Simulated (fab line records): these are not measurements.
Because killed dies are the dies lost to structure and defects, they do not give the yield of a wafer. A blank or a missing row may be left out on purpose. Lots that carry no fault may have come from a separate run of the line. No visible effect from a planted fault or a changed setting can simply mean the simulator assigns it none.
fab line records -- flow n5_finfet
record lots=7, wafers=21
route steps=1938 shown BEOL_M2@843 BEOL_M3@931 BEOL_M4@1027 BEOL_M5@1119
start_h: hours from the record's first day to the start of the lot's first wafer shown -- wait_h: time in hours since the lot's previous step -- " the same as in the row above -- L1.1+2: one row covering several wafers at once -- - value missing, or start not given -- * or withheld: withheld -- < > ~ a bound
route shown NAME@n: a module of which the file shows steps, and the number in the route of the first -- usual: average and standard deviation across the fault-free wafers -- same: alike in all rows -- chamber/n: place in a boat -- sites: readings site by site -- _std_site: standard deviation of those values -- _edge_site: outer sites' mean less inner sites' -- radius_mm: for every site, how far away it sits from the centre of the wafer -- mask NAME#n: copy n -- behind: the last tool/chamber to shape the wafer -- hold: why the lot went on hold/how many hours it stayed there/how the hold came to an end -- device: the n, p or np transistor that did not switch -- end of line: the tests these same wafers got at the end of their route -- a step with no rows: only its recipe -- killed: dies lost to structure and defects at the first sort, not the wafer's yield -- map: per-die view of a wafer (x killed, . not killed, _ where there is no die)
set.NAME: the setting the step ran with; set.NAME@STEP: the setting that earlier step ran with -- model.NAME: the simulator's own value behind a step, which no gauge read
lots with deliberately changed settings; one table per step, one row per wafer
## steps
# step N5_BEOL_M2_PECVD_72
# recipe material=SiO2, target_thk_a=160, temp_c=400, precursor=TEOS/O2, pressure_torr=5.5, rf_w=450, teos_flow_sccm=53.8, gas=O2, flow_sccm=3000, time_s=18
lot.wafer,tool,chamber,start_h,wait_h,set.time_s,model.SiO2_of_BEOL_M2_PECVD_72.thk_nm
L074.1,pecvd-04,2,134.86,0.0,18,15.6
L074.4,pecvd-04,1,134.86,0.0,20.7,18
L074.5,pecvd-04,0,134.86,0.0,20.7,18.4
L075.3,pecvd-04,0,138.60,0.0,18,16.4
L075.4+5,pecvd-04,"2,1",138.60,0.0,18,16.2
L085.2,pecvd-04,2,216.44,0.0,18,15.6
L085.3,pecvd-04,1,216.44,0.0,18,15.8
L085.4,pecvd-04,2,216.44,0.0,18,16
L086.2+4,pecvd-03,"2,1",225.18,0.0,18,16
L086.3,pecvd-03,1,225.18,0.0,18,15.8
L089.2,pecvd-04,0,228.26,0.0,18,15.8
L089.4+5,pecvd-04,0,228.26,0.0,19.56,17.4
L095.3+4,pecvd-04,"1,0",260.92,0.0,18,16
L095.5,pecvd-04,1,260.92,0.0,15.39,13.8
L096.3,pecvd-02,2,264.16,0.0,18,15.8
L096.5,pecvd-02,0,264.16,0.0,18.74,16.6
L096.6,pecvd-02,2,264.16,0.0,18,16.4
# step N5_BEOL_M3_ILD_DEP_00
# recipe material=SiOC, target_thk_a=790, temp_c=350, precursor=DEMS/O2, pressure_torr=5, rf_w=500, time_s=15.3
lot.wafer,tool,chamber,start_h,wait_h,set.time_s,model.SiOC_of_BEOL_M3_ILD_DEP_00.thk_nm
L074.1,pecvd-03,2,165.34,0.0,16.99,87.8
L074.4,pecvd-03,0,165.34,0.0,15.3,80
L074.5,pecvd-03,1,165.34,0.0,15.3,81.4
L075.3,pecvd-01,2,172.98,0.1,15.3,79
L075.4,pecvd-01,1,172.98,0.1,15.3,79.4
L075.5,pecvd-01,2,172.98,0.1,15.3,80.2
L085.2,pecvd-01,2,239.19,0.0,13.4,68.6
L085.3,pecvd-01,1,239.19,0.0,15.3,78.2
L085.4,pecvd-01,0,239.19,0.0,13.4,69
L086.2,pecvd-02,0,239.31,0.0,16.02,82.4
L086.3,pecvd-02,0,239.31,0.0,15.3,79.4
L086.4,pecvd-02,1,239.31,0.0,15.3,78.4
L089.2,pecvd-02,1,251.83,0.0,15.3,77.4
L089.4,pecvd-02,0,251.83,0.0,15.3,79.2
L089.5,pecvd-02,2,251.83,0.0,15.99,81.4
L095.3,pecvd-01,2,279.36,0.0,15.3,79.6
L095.4,pecvd-01,2,279.36,0.0,13.94,72.8
L095.5,pecvd-01,1,279.36,0.0,13.94,73
L096.3,pecvd-01,1,293.47,0.0,16.32,84
L096.5,pecvd-01,2,293.47,0.0,15.3,80
L096.6,pecvd-01,1,293.47,0.0,15.3,79.6
# step N5_BEOL_M3_THK_MEAS_01
# recipe reads=SiOC_of_BEOL_M3_ILD_DEP_00
# usual M3_ILD_THK=79.4/0.95
lot.wafer,tool,chamber,start_h,wait_h,set.time_s@BEOL_M3_ILD_DEP_00,M3_ILD_THK[nm]
L074.1,film_metro-02,-,165.40,0.0,16.99,87.8
L074.4,film_metro-02,-,165.40,0.0,15.3,80.1
L074.5,film_metro-02,-,165.40,0.0,15.3,81.3
L075.3,film_metro-02,-,173.05,0.1,15.3,79.0
L075.4,film_metro-02,-,173.05,0.1,15.3,79.4
L075.5,film_metro-02,-,173.05,0.1,15.3,80.1
L085.2,film_metro-01,-,239.26,0.1,13.4,68.6
L085.3,film_metro-01,-,239.26,0.1,15.3,78.2
L085.4,film_metro-01,-,239.26,0.1,13.4,68.9
L086.2,film_metro-01,-,239.39,0.1,16.02,82.4
L086.3,film_metro-01,-,239.39,0.1,15.3,79.3
L086.4,film_metro-01,-,239.39,0.1,15.3,78.5
L089.2,film_metro-02,-,251.90,0.1,15.3,77.3
L089.4,film_metro-02,-,251.90,0.1,15.3,79.2
L089.5,film_metro-02,-,251.90,0.1,15.99,81.4
L095.3,film_metro-02,-,279.43,0.1,15.3,79.6
L095.4,film_metro-02,-,279.43,0.1,13.94,72.8
L095.5,film_metro-02,-,279.43,0.1,13.94,73.1
L096.3,film_metro-02,-,293.53,0.1,16.32,83.9
L096.5,film_metro-02,-,293.53,0.1,15.3,80.1
L096.6,film_metro-02,-,293.53,0.1,15.3,79.6
# step N5_BEOL_M3_COAT_05
# recipe resist=CAR-EUV, spin_rpm=1500, resist_thk_nm=30
lot.wafer,tool,chamber,start_h,wait_h,set.spin_rpm,model.CAR-EUV_of_BEOL_M3_COAT_05.thk_nm
L074.1+4,litho_track-04,0,-,-,1500,30.2
L074.5,litho_track-04,0,-,-,1597,29.2
L075.3+4+5,litho_track-04,0,-,-,1500,30
L086.2+3,litho_track-04,0,-,-,1608,29
L086.4,litho_track-04,0,-,-,1500,30
L085.2+4,litho_track-02,0,-,-,1500,30
L085.3,litho_track-02,0,-,-,1408,31
L089.2+5,litho_track-02,0,-,-,1422,30.8
L089.4,litho_track-02,0,-,-,1500,30
L095.3+4,litho_track-02,0,-,-,1339,31.8
L095.5,litho_track-02,0,-,-,1500,30
L096.3,litho_track-04,0,-,-,1658,28.4
L096.5,litho_track-04,0,-,-,1658,28.6
L096.6,litho_track-04,0,-,-,1500,30
# step N5_BEOL_M3_ETCH_70
# recipe chemistry=N2/H2, target=SOC, target_depth_a=800, overetch_a=160, mask_material=SiARC, temp_c=40, time_s=120, ion_energy_ev=200, pressure_mtorr=30, source_w=840, bias_w=150, n2_flow_sccm=200, h2_flow_sccm=200
lot.wafer,tool,chamber,start_h,wait_h,set.time_s,model.SiARC_of_BEOL_M3_COAT_68.thk_nm
L074.1,rie_diel-02,3,167.97,0.0,120,6.4
L074.4+5,rie_diel-02,0,167.97,0.0,120,6.6
L075.3+5,rie_diel-01,0,181.23,0.0,120,6.2
L075.4,rie_diel-01,1,181.23,0.0,120,6.6
L086.2+3,rie_diel-02,"0,2",251.27,0.0,120,6.6
L086.4,rie_diel-02,1,251.27,0.0,120,6.2
L085.2+3,rie_diel-05,"2,1",251.31,0.0,120,6.2
L085.4,rie_diel-05,1,251.31,0.0,111.3,6.6
L089.2,rie_diel-02,1,259.82,0.0,132.8,5.8
L089.4,rie_diel-02,2,259.82,0.0,120,6.6
L089.5,rie_diel-02,1,259.82,0.0,120,6.4
L095.3,rie_diel-05,2,292.71,0.0,120,6.4
L095.4,rie_diel-05,1,292.71,0.0,143.8,5
L095.5,rie_diel-05,2,292.71,0.0,143.8,5.2
L096.3+5+6,rie_diel-01,"3,3,0",298.28,0.0,120,6.2
# step N5_BEOL_M4_COAT_73
# recipe resist=underlayer, temp_c=205, time_s=60, spin_rpm=1500, resist_thk_nm=5
lot.wafer,tool,chamber,start_h,wait_h,set.spin_rpm
L074.1+5,litho_track-01,0,-,-,1544
L074.4,litho_track-01,0,-,-,1500
L075.3+4+5,litho_track-05,0,-,-,1500
L086.2+3+4,litho_track-05,0,-,-,1500
L085.2+4,litho_track-05,0,-,-,1500
L085.3,litho_track-05,0,-,-,1640
L089.2+5,litho_track-01,0,-,-,1500
L089.4,litho_track-01,0,-,-,1620
L095.3+5,litho_track-05,0,-,-,1358
L095.4,litho_track-05,0,-,-,1500
L096.3+6,litho_track-03,0,-,-,1500
L096.5,litho_track-03,0,-,-,1555
# step N5_BEOL_M4_EXPOSE_08
# recipe mask_id=M4, na=0.33, source_shape=dipole, sigma_inner=0.369, sigma_outer=0.767, polarization=unpolarized, dose_mj=41.25
lot.wafer,tool,chamber,start_h,wait_h,mask,set.dose_mj
L074.1+4+5,euv_scanner-01,0,175.25,-,M4#0,41.25
L075.3+4+5,euv_scanner-02,0,190.16,-,M4#0,41.25
L086.2+4,euv_scanner-02,0,257.07,-,M4#0,39.41
L086.3,euv_scanner-02,0,257.07,-,M4#0,41.25
L085.2+3+4,euv_scanner-01,0,260.18,-,M4#0,41.25
L089.2,euv_scanner-01,0,267.22,-,M4#0,40.24
L089.4+5,euv_scanner-01,0,267.22,-,M4#0,41.25
L095.3+5,euv_scanner-01,0,299.20,-,M4#0,39.99
L095.4,euv_scanner-01,0,299.20,-,M4#0,41.25
L096.3,euv_scanner-01,0,303.87,-,M4#0,42.95
L096.5+6,euv_scanner-01,0,303.87,-,M4#0,41.25
# step N5_BEOL_M4_PEB_09
# recipe peb_temp_c=100, peb_time_s=60, resist=CAR-EUV
# step N5_BEOL_M4_DEVELOP_10
# recipe develop_time_s=30, developer=TMAH, resist=CAR-EUV, rinse_liquid=surfactant_rinse, dry=air_spin, dev_temp_c=23
# step N5_BEOL_M4_DESCUM_16
# recipe chemistry=O2, time_s=7, source_power_w=50, bias_power_w=20, pressure_mtorr=20, rf_frequency_hz=2.712e+07, temp_c=40, resist=CAR-EUV, o2_flow_sccm=225
# step N5_BEOL_M4_ETCH_74
# recipe chemistry=N2/H2, target=underlayer, target_depth_a=65, mask_material=CAR-EUV, time_s=5.2, ion_energy_ev=200, pressure_mtorr=30, source_w=840, bias_w=150, n2_flow_sccm=200, h2_flow_sccm=200, ends=cleared
lot.wafer,tool,chamber,start_h,wait_h,set.spin_rpm@BEOL_M4_COAT_73,set.dose_mj@BEOL_M4_EXPOSE_08,model.BEOL_M4.cd_offset_nm,model.etch.depth_nm
L074.1,rie_diel-06,3,175.54,0.0,1544,41.25,-0.2,4.934
L074.4,rie_diel-06,0,175.54,0.0,1500,41.25,-0.2,5.007
L074.5,rie_diel-06,2,175.54,0.0,1544,41.25,0,4.929
L075.3,rie_diel-03,1,190.43,0.0,1500,41.25,0.4,4.986
L075.4,rie_diel-03,2,190.43,0.0,1500,41.25,0.2,4.996
L075.5,rie_diel-03,2,190.43,0.0,1500,41.25,0.4,4.997
L086.2,rie_diel-06,0,257.36,0.0,1500,39.41,-1.2,5
L086.3,rie_diel-06,2,257.36,0.0,1500,41.25,-0.4,4.989
L086.4,rie_diel-06,1,257.36,0.0,1500,39.41,-1,5.001
L085.2,rie_diel-03,1,260.67,0.0,1500,41.25,0.4,5.005
L085.3,rie_diel-03,0,260.67,0.0,1640,41.25,0.4,4.778
L085.4,rie_diel-03,3,260.67,0.0,1500,41.25,0.4,4.992
L089.2,rie_diel-03,2,267.50,0.0,1500,40.24,-0.4,4.977
L089.4,rie_diel-03,3,267.50,0.0,1620,41.25,0.2,4.778
L089.5,rie_diel-03,2,267.50,0.0,1500,41.25,0,5
L095.3,rie_diel-03,1,299.47,0.0,1358,39.99,-0.6,5.25
L095.4,rie_diel-03,0,299.47,0.0,1500,41.25,0.2,4.999
L095.5,rie_diel-03,2,299.47,0.0,1358,39.99,-0.2,5.247
L096.3,rie_diel-03,2,304.15,0.0,1500,42.95,1,4.983
L096.5,rie_diel-03,2,304.15,0.0,1555,41.25,0.2,4.903
L096.6,rie_diel-03,1,304.15,0.0,1500,41.25,0,4.99
# step N5_BEOL_M4_ETCH_63
# recipe chemistry=CF4, target=SiARC, target_depth_a=156, mask_material=CAR-EUV, time_s=26, ion_energy_ev=80, pressure_mtorr=40, source_w=545, bias_w=36, Ar_flow_sccm=100, cf4_flow_sccm=100, ends=cleared
# step N5_BEOL_M4_ETCH_64
# recipe chemistry=N2/H2, target=SOC, target_depth_a=750, overetch_a=225, mask_material=SiARC, temp_c=40, time_s=121.9, ion_energy_ev=200, pressure_mtorr=30, source_w=840, bias_w=150, n2_flow_sccm=200, h2_flow_sccm=200
# step N5_BEOL_M4_PRECLEAN_42
# recipe chemistry=residue_remover, time_s=60, temp_c=40
# step N5_BEOL_M4_SRD_43
# recipe time_s=30, temp_c=23, rinse_liquid=diw, dry=ipa_marangoni
# step N5_BEOL_M4_CD_MEAS_35
# recipe target_cd_nm=18, target_cd_y_nm=22.4, polarity=opening
# usual cd_nm=18.2/0.35
lot.wafer,tool,chamber,start_h,wait_h,set.dose_mj@BEOL_M4_EXPOSE_08,cd_nm
L074.1,cd_sem-02,-,198.78,0.0,41.25,17.9
L074.4,cd_sem-02,-,198.78,0.0,41.25,18.6
L074.5,cd_sem-02,-,198.78,0.0,41.25,18.3
L075.3,cd_sem-02,-,203.46,0.0,41.25,18.2
L075.4,cd_sem-02,-,203.46,0.0,41.25,18.2
L075.5,cd_sem-02,-,203.46,0.0,41.25,18.4
L086.2,cd_sem-02,-,267.20,0.0,39.41,17.3
L086.3,cd_sem-02,-,267.20,0.0,41.25,18.1
L086.4,cd_sem-02,-,267.20,0.0,39.41,17.3
L085.2,cd_sem-03,-,267.32,0.0,41.25,18.6
L085.3,cd_sem-03,-,267.32,0.0,41.25,18.5
L085.4,cd_sem-03,-,267.32,0.0,41.25,18.5
L089.2,cd_sem-02,-,295.97,0.0,40.24,18.0
L089.4,cd_sem-02,-,295.97,0.0,41.25,18.3
L089.5,cd_sem-02,-,295.97,0.0,41.25,18.3
L095.3,cd_sem-03,-,328.40,0.0,39.99,17.5
L095.4,cd_sem-03,-,328.40,0.0,41.25,18.3
L095.5,cd_sem-03,-,328.40,0.0,39.99,17.9
L096.3,cd_sem-02,-,332.60,0.0,42.95,18.9
L096.5,cd_sem-02,-,332.60,0.0,41.25,18.0
L096.6,cd_sem-02,-,332.60,0.0,41.25,18.4
# step N5_BEOL_M5_COAT_71
# recipe resist=underlayer, temp_c=205, time_s=60, spin_rpm=1500, resist_thk_nm=5
lot.wafer,tool,chamber,start_h,wait_h,set.spin_rpm
L074.1+4+5,litho_track-02,0,-,-,1500
L075.3+4+5,litho_track-04,0,-,-,1500
L086.2+3+4,litho_track-03,0,-,-,1500
L085.2,litho_track-02,0,-,-,1658
L085.3+4,litho_track-02,0,-,-,1500
L089.2+5,litho_track-04,0,-,-,1450
L089.4,litho_track-04,0,-,-,1500
L095.3+4,litho_track-04,0,-,-,1500
L095.5,litho_track-04,0,-,-,1601
L096.3+5+6,litho_track-03,0,-,-,1500
# step N5_BEOL_M5_ETCH_72
# recipe chemistry=N2/H2, target=underlayer, target_depth_a=65, mask_material=CAR-EUV, time_s=5.2, ion_energy_ev=200, pressure_mtorr=30, source_w=840, bias_w=150, n2_flow_sccm=200, h2_flow_sccm=200, ends=cleared
# usual rf_vpp_V=525.3/2.4
lot.wafer,tool,chamber,start_h,wait_h,set.bias_w,set.spin_rpm@BEOL_M5_COAT_71,rf_vpp_V,model.etch.depth_nm
L074.1,rie_diel-02,0,207.78,0.0,125.5,1500,469.3,4.999
L074.4,rie_diel-02,2,207.78,0.0,125.5,1500,466.7,5.001
L074.5,rie_diel-02,3,207.78,0.0,150,1500,527.0,5.01
L075.3,rie_diel-01,3,213.11,0.0,150,1500,527.6,4.997
L075.4,rie_diel-01,3,213.11,0.0,150,1500,524.4,4.99
L075.5,rie_diel-01,2,213.11,0.0,150,1500,528.4,4.996
L086.2,rie_diel-05,2,274.01,0.0,150,1500,521.8,4.988
L086.3,rie_diel-05,1,274.01,0.0,150,1500,522.3,4.982
L086.4,rie_diel-05,3,274.01,0.0,150,1500,527.5,4.986
L085.2,rie_diel-01,0,275.81,0.0,150,1658,525.0,4.753
L085.3,rie_diel-01,2,275.81,0.0,150,1500,528.7,5.009
L085.4,rie_diel-01,1,275.81,0.0,150,1500,526.3,5.009
L089.2,rie_diel-01,3,303.29,0.0,150,1450,525.2,5.083
L089.4,rie_diel-01,1,303.29,0.0,150,1500,525.0,4.987
L089.5,rie_diel-01,2,303.29,0.0,150,1450,526.7,5.06
L095.3,rie_diel-01,3,337.16,0.0,174.2,1500,577.8,4.981
L095.4,rie_diel-01,0,337.16,0.0,174.2,1500,577.8,5.001
L095.5,rie_diel-01,3,337.16,0.0,150,1601,526.3,4.829
L096.3,rie_diel-05,0,341.08,0.0,161.3,1500,549.2,5.012
L096.5,rie_diel-05,2,341.08,0.0,150,1500,519.4,5.015
L096.6,rie_diel-05,3,341.08,0.0,150,1500,523.5,5.01
# step N5_BEOL_M5_VIA_ETCH_34
# recipe chemistry=C4F6/O2, target=SiCOH_lowk, target_depth_a=883, mask_material=SOC, taper_deg=4, time_s=39.2, ion_energy_ev=250, pressure_mtorr=30, source_w=345, bias_w=185, Ar_flow_sccm=300, C4F6_flow_sccm=10, O2_flow_sccm=10
# usual rf_vpp_V=670/11
lot.wafer,tool,chamber,start_h,wait_h,set.bias_w,rf_vpp_V
L074.1,rie_diel-01,2,212.86,0.0,212.9,748
L074.4,rie_diel-01,2,212.86,0.0,185,670
L074.5,rie_diel-01,0,212.86,0.0,212.9,766
L075.3,rie_diel-02,2,215.11,0.0,185,669
L075.4,rie_diel-02,0,215.11,0.0,185,671
L075.5,rie_diel-02,3,215.11,0.0,185,654
L086.2,rie_diel-05,2,275.88,0.0,185,665
L086.3,rie_diel-05,0,275.88,0.0,203.8,722
L086.4,rie_diel-05,1,275.88,0.0,203.8,738
L085.2,rie_diel-05,0,279.00,0.0,163.5,606
L085.3,rie_diel-05,1,279.00,0.0,185,684
L085.4,rie_diel-05,3,279.00,0.0,185,675
L089.2,rie_diel-05,2,305.12,0.0,210.4,737
L089.4,rie_diel-05,0,305.12,0.0,185,667
L089.5,rie_diel-05,3,305.12,0.0,210.4,746
L095.3,rie_diel-05,1,340.17,0.0,208.8,753
L095.4,rie_diel-05,3,340.17,0.0,208.8,742
L095.5,rie_diel-05,1,340.17,0.0,208.8,753
L096.3,rie_diel-05,0,342.21,0.0,203,718
L096.5,rie_diel-05,2,342.21,0.0,203,716
L096.6,rie_diel-05,3,342.21,0.0,185,675
# step N5_BEOL_M5_TRENCH_ETCH_37
# recipe chemistry=C4F6/O2, target_depth_a=716.52, target=SiCOH_lowk, time_s=24.7, ion_energy_ev=250, pressure_mtorr=30, source_w=345, bias_w=185, Ar_flow_sccm=300, C4F6_flow_sccm=10, O2_flow_sccm=10
lot.wafer,tool,chamber,start_h,wait_h,set.time_s,model.etch.depth_nm,model.BEOL_M5.feature_depth_nm
L074.1,rie_diel-01,2,-,-,29.71,88.73,88.8
L074.4,rie_diel-01,2,-,-,24.7,74.08,74
L074.5,rie_diel-01,0,-,-,24.7,72.07,72
L075.3,rie_diel-02,2,-,-,24.7,69.84,69.8
L075.4,rie_diel-02,0,-,-,24.7,69.86,69.8
L075.5,rie_diel-02,3,-,-,24.7,72.69,72.6
L086.2,rie_diel-05,2,-,-,29.69,86.51,86.6
L086.3,rie_diel-05,0,-,-,24.7,70.39,70.4
L086.4,rie_diel-05,1,-,-,24.7,71.06,71
L085.2,rie_diel-05,0,-,-,24.7,70.18,70.2
L085.3,rie_diel-05,1,-,-,24.7,71.49,71.4
L085.4,rie_diel-05,3,-,-,24.7,72.72,72.8
L089.2,rie_diel-05,2,-,-,24.7,70.43,70.4
L089.4,rie_diel-05,0,-,-,24.7,69.35,69.4
L089.5,rie_diel-05,3,-,-,24.7,71.19,71.2
L095.3,rie_diel-05,1,-,-,24.7,70.89,70.8
L095.4,rie_diel-05,3,-,-,30.17,88.08,88
L095.5,rie_diel-05,1,-,-,30.17,86.37,86.4
L096.3,rie_diel-05,0,-,-,21.57,62.81,62.8
L096.5,rie_diel-05,2,-,-,24.7,71.85,71.8
L096.6,rie_diel-05,3,-,-,24.7,72.26,72.2
# step N5_BEOL_M5_ETCH_41
# recipe chemistry=CH3F/O2, target=SiCN, target_depth_a=315, taper_deg=2, time_s=56.7, ion_energy_ev=120, mask_material=TiN, pressure_mtorr=30, source_w=395, bias_w=75, Ar_flow_sccm=150, CH3F_flow_sccm=30, O2_flow_sccm=20
# step N5_BEOL_M5_STRIP_91
# recipe chemistry=N2/H2, time_s=10, power_w=450, temp_c=40, pressure_mtorr=20, rf_frequency_hz=6e+07, bias_power_w=7, n2_flow_sccm=200, h2_flow_sccm=200
# step N5_BEOL_M5_OCD_MEAS_38
# usual trench_depth_nm=71.2/1.2
lot.wafer,tool,chamber,start_h,wait_h,set.time_s@BEOL_M5_TRENCH_ETCH_37,trench_depth_nm
L074.1,ocd-02,-,213.10,-,29.71,88.4
L074.4,ocd-02,-,213.10,-,24.7,73.8
L074.5,ocd-02,-,213.10,-,24.7,72.5
L075.3,ocd-01,-,215.36,-,24.7,70.2
L075.4,ocd-01,-,215.36,-,24.7,69.9
L075.5,ocd-01,-,215.36,-,24.7,73.3
L086.2,ocd-01,-,276.12,-,29.69,86.2
L086.3,ocd-01,-,276.12,-,24.7,69.6
L086.4,ocd-01,-,276.12,-,24.7,70.6
L085.2,ocd-02,-,279.24,-,24.7,69.9
L085.3,ocd-02,-,279.24,-,24.7,71.2
L085.4,ocd-02,-,279.24,-,24.7,72.8
L089.2,ocd-02,-,305.36,-,24.7,70.6
L089.4,ocd-02,-,305.36,-,24.7,68.9
L089.5,ocd-02,-,305.36,-,24.7,71.2
L095.3,ocd-01,-,340.41,-,24.7,71.1
L095.4,ocd-01,-,340.41,-,30.17,88.1
L095.5,ocd-01,-,340.41,-,30.17,86.4
L096.3,ocd-02,-,342.45,-,21.57,62.9
L096.5,ocd-02,-,342.45,-,24.7,71.6
L096.6,ocd-02,-,342.45,-,24.7,72.3
# step N5_BEOL_M5_HM_STRIP_39
# recipe chemistry=peroxide_tin_strip, material=TiN, target_depth_a=250, temp_c=50, time_s=158
# step N5_BEOL_M5_SRD_40
# recipe time_s=30, temp_c=23, rinse_liquid=diw, dry=ipa_marangoni
# step N5_BEOL_M5_ECD_50
# recipe material=Cu, target_thk_a=3000
# step N5_BEOL_M5_ANNEAL_51
# recipe temp_c=225, time_s=90, ambient=N2
# step N5_BEOL_M5_CMP_52
# recipe stop_on=SiCOH_lowk, t_overpolish_s=6.9, down_force_psi=1, platen_rpm=50, clearing_platen_down_force_psi=1.5, clearing_platen_rpm=50, post_cmp_clean=cu_alkaline, target_thk_nm=62, clearing_platen_pad_velocity_m_s=0.99484, pad_velocity_m_s=0.99484
lot.wafer,tool,chamber,start_h,wait_h,set.time_s@BEOL_M5_TRENCH_ETCH_37,model.Cu_of_BEOL_M5_ECD_50.thk_nm
L074.4,cmp-03,1,219.40,0.1,24.7,64.4
L074.1,cmp-03,0,219.40,0.1,29.71,77.8
L074.5,cmp-03,2,219.40,0.1,24.7,62.2
L075.4,cmp-03,0,221.79,0.2,24.7,60.6
L075.3,cmp-03,1,221.79,0.2,24.7,60.8
L075.5,cmp-03,2,221.79,0.2,24.7,64.4
L086.3,cmp-03,1,284.23,0.3,24.7,59.8
L086.2,cmp-03,3,284.23,0.3,29.69,77.8
L086.4,cmp-03,0,284.23,0.3,24.7,61.2
L085.2,cmp-01,1,286.70,0.2,24.7,60.2
L085.4,cmp-01,2,286.70,0.2,24.7,61.8
L085.3,cmp-01,0,286.70,0.2,24.7,58.6
L089.2,cmp-04,2,313.60,0.2,24.7,59.2
L089.4,cmp-04,1,313.60,0.2,24.7,58.8
L089.5,cmp-04,3,313.60,0.2,24.7,60.2
L095.4,cmp-04,0,346.47,0.1,30.17,77.6
L095.3,cmp-04,2,346.47,0.1,24.7,60.6
L095.5,cmp-04,0,346.47,0.1,30.17,73.2
L096.3,cmp-04,0,348.99,0.4,21.57,50.8
L096.5,cmp-04,0,348.99,0.4,24.7,61
L096.6,cmp-04,1,348.99,0.4,24.7,61.8
# step N5_BEOL_M5_THK_MEAS_53
# recipe thk_meas_gauge=xrf, reads=Cu_of_BEOL_M5_ECD_50
# usual M5_THK=61.1/1.6
lot.wafer,tool,chamber,start_h,wait_h,set.time_s@BEOL_M5_TRENCH_ETCH_37,M5_THK[nm]
L074.1,film_metro-02,-,219.70,-,29.71,78.0
L074.4,film_metro-02,-,219.70,-,24.7,64.2
L074.5,film_metro-02,-,219.70,-,24.7,62.6
L075.3,film_metro-01,-,222.01,-,24.7,60.4
L075.4,film_metro-01,-,222.01,-,24.7,60.4
L075.5,film_metro-01,-,222.01,-,24.7,64.1
L086.2,film_metro-01,-,284.53,-,29.69,77.0
L086.3,film_metro-01,-,284.53,-,24.7,59.2
L086.4,film_metro-01,-,284.53,-,24.7,60.9
L085.2,film_metro-02,-,286.99,-,24.7,60.2
L085.3,film_metro-02,-,286.99,-,24.7,58.6
L085.4,film_metro-02,-,286.99,-,24.7,61.8
L089.2,film_metro-01,-,313.90,-,24.7,59.2
L089.4,film_metro-01,-,313.90,-,24.7,58.7
L089.5,film_metro-01,-,313.90,-,24.7,60.2
L095.3,film_metro-02,-,346.77,-,24.7,61.1
L095.4,film_metro-02,-,346.77,-,30.17,78.3
L095.5,film_metro-02,-,346.77,-,30.17,73.7
L096.3,film_metro-02,-,349.28,-,21.57,51.6
L096.5,film_metro-02,-,349.28,-,24.7,62.1
L096.6,film_metro-02,-,349.28,-,24.7,62.4
## key
split step=N5_BEOL_M2_PECVD_72, setting=time_s, stated=18, by=wafer
response step=N5_BEOL_M2_PECVD_72, reading=model.SiO2_of_BEOL_M2_PECVD_72.thk_nm, change=+0.165, per=1%, r=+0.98
split step=N5_BEOL_M3_ILD_DEP_00, setting=time_s, stated=15.3, by=wafer
response step=N5_BEOL_M3_ILD_DEP_00, reading=model.SiOC_of_BEOL_M3_ILD_DEP_00.thk_nm, change=+0.708, per=1%, r=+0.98
response step=N5_BEOL_M3_THK_MEAS_01, reading=M3_ILD_THK, change=+0.707, per=1%, r=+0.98
split step=N5_BEOL_M3_COAT_05, setting=spin_rpm, stated=1500, by=wafer
response step=N5_BEOL_M3_COAT_05, reading=model.CAR-EUV_of_BEOL_M3_COAT_05.thk_nm, change=-0.154, per=1%, r=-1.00
split step=N5_BEOL_M3_ETCH_70, setting=time_s, stated=120, by=wafer
response step=N5_BEOL_M3_ETCH_70, reading=model.SiARC_of_BEOL_M3_COAT_68.thk_nm, change=-0.0646, per=1%, r=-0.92
split step=N5_BEOL_M4_COAT_73, setting=spin_rpm, stated=1500, by=wafer
response step=N5_BEOL_M4_ETCH_74, reading=model.etch.depth_nm, change=-0.0252, per=1%, r=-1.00
split step=N5_BEOL_M4_EXPOSE_08, setting=dose_mj, stated=41.25, by=wafer
response step=N5_BEOL_M4_ETCH_74, reading=model.BEOL_M4.cd_offset_nm, change=+0.189, per=1%, r=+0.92
response step=N5_BEOL_M4_CD_MEAS_35, reading=cd_nm, change=+0.173, per=1%, r=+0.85
split step=N5_BEOL_M5_COAT_71, setting=spin_rpm, stated=1500, by=wafer
response step=N5_BEOL_M5_ETCH_72, reading=model.etch.depth_nm, change=-0.0243, per=1%, r=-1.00
split step=N5_BEOL_M5_ETCH_72, setting=bias_w, stated=150, by=wafer
response step=N5_BEOL_M5_ETCH_72, reading=rf_vpp_V, change=+3.43, per=1%, r=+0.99
split step=N5_BEOL_M5_VIA_ETCH_34, setting=bias_w, stated=185, by=wafer
response step=N5_BEOL_M5_VIA_ETCH_34, reading=rf_vpp_V, change=+5.68, per=1%, r=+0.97
split step=N5_BEOL_M5_TRENCH_ETCH_37, setting=time_s, stated=24.7, by=wafer
response step=N5_BEOL_M5_TRENCH_ETCH_37, reading=model.etch.depth_nm, change=+0.759, per=1%, r=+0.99
response step=N5_BEOL_M5_TRENCH_ETCH_37, reading=model.BEOL_M5.feature_depth_nm, change=+0.763, per=1%, r=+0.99
response step=N5_BEOL_M5_OCD_MEAS_38, reading=trench_depth_nm, change=+0.755, per=1%, r=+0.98
response step=N5_BEOL_M5_CMP_52, reading=model.Cu_of_BEOL_M5_ECD_50.thk_nm, change=+0.752, per=1%, r=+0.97
response step=N5_BEOL_M5_THK_MEAS_53, reading=M5_THK, change=+0.75, per=1%, r=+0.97
